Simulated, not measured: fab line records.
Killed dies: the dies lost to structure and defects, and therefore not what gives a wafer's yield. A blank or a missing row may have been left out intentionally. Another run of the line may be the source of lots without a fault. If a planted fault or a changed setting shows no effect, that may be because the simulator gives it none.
Matching of chambers	flow nand_harc	3 sister chambers for NHARC_P_GATE_DEP_103 on pecvd-01
The step deposits SiON, target thk 30 nm. 14 wafers are shown with their chamber, then 7 later ones without.

== WAFERS, EACH WITH ITS CHAMBER ==
wafer	chamber	heater_power_outer_w (W)	heater_power_w (W)
L075.2	2	546	904
L075.3	2	558	907
L075.5	0	408	691
L082.2	0	425	725
L082.4	0	422	725
L082.5	1	516	840
L085.2	1	491	792
L085.3	0	453	721
L085.5	1	479	774
L087.3	2	519	857
L087.4	0	456	796
L087.6	1	521	854
L088.2	0	409	696
L088.3	1	490	824

SIGNATURES, as means of the wafers listed above
reading	chamber 0	chamber 1	chamber 2	scatter within a chamber
heater_power_outer_w	428.83	499.40	541.00	19.8
heater_power_w	725.67	816.80	889.33	34.4
Rule: for each reading, subtract the chamber's mean from the wafer's reading, divide by that reading's scatter and square the result; add these up over the readings and take the root, which gives the wafer's distance from the chamber. If the next closest chamber is less than 2 further off than the closest, the wafer can't be placed; otherwise it belongs to the closest. The scatter: take each reading less its chamber's mean, square it, sum over the shown wafers, divide by the number of wafers less the number of chambers, and take the root.

== WAFERS WITHOUT THEIR CHAMBER ==
wafer	heater_power_outer_w (W)	heater_power_w (W)
L088.6	503	808
L091.3	522	865
L091.4	518	861
L091.5	462	767
L095.1	471	772
L095.4	434	749
L095.5	515	846

== CHAMBER TAKEN BY EACH ==
wafer	from the rows above	in truth
L088.6	1	1
L091.3	can't be placed: 2 or 1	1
L091.4	can't be placed: 2 or 1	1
L091.5	can't be placed: 0 or 1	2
L095.1	can't be placed: 1 or 0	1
L095.4	0	0
L095.5	can't be placed: 1 or 2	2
Correctly placed: 2 of 7. From these rows, 5 cannot be placed; in 4 the true chamber is one of the candidates. Number placed wrongly: 0.
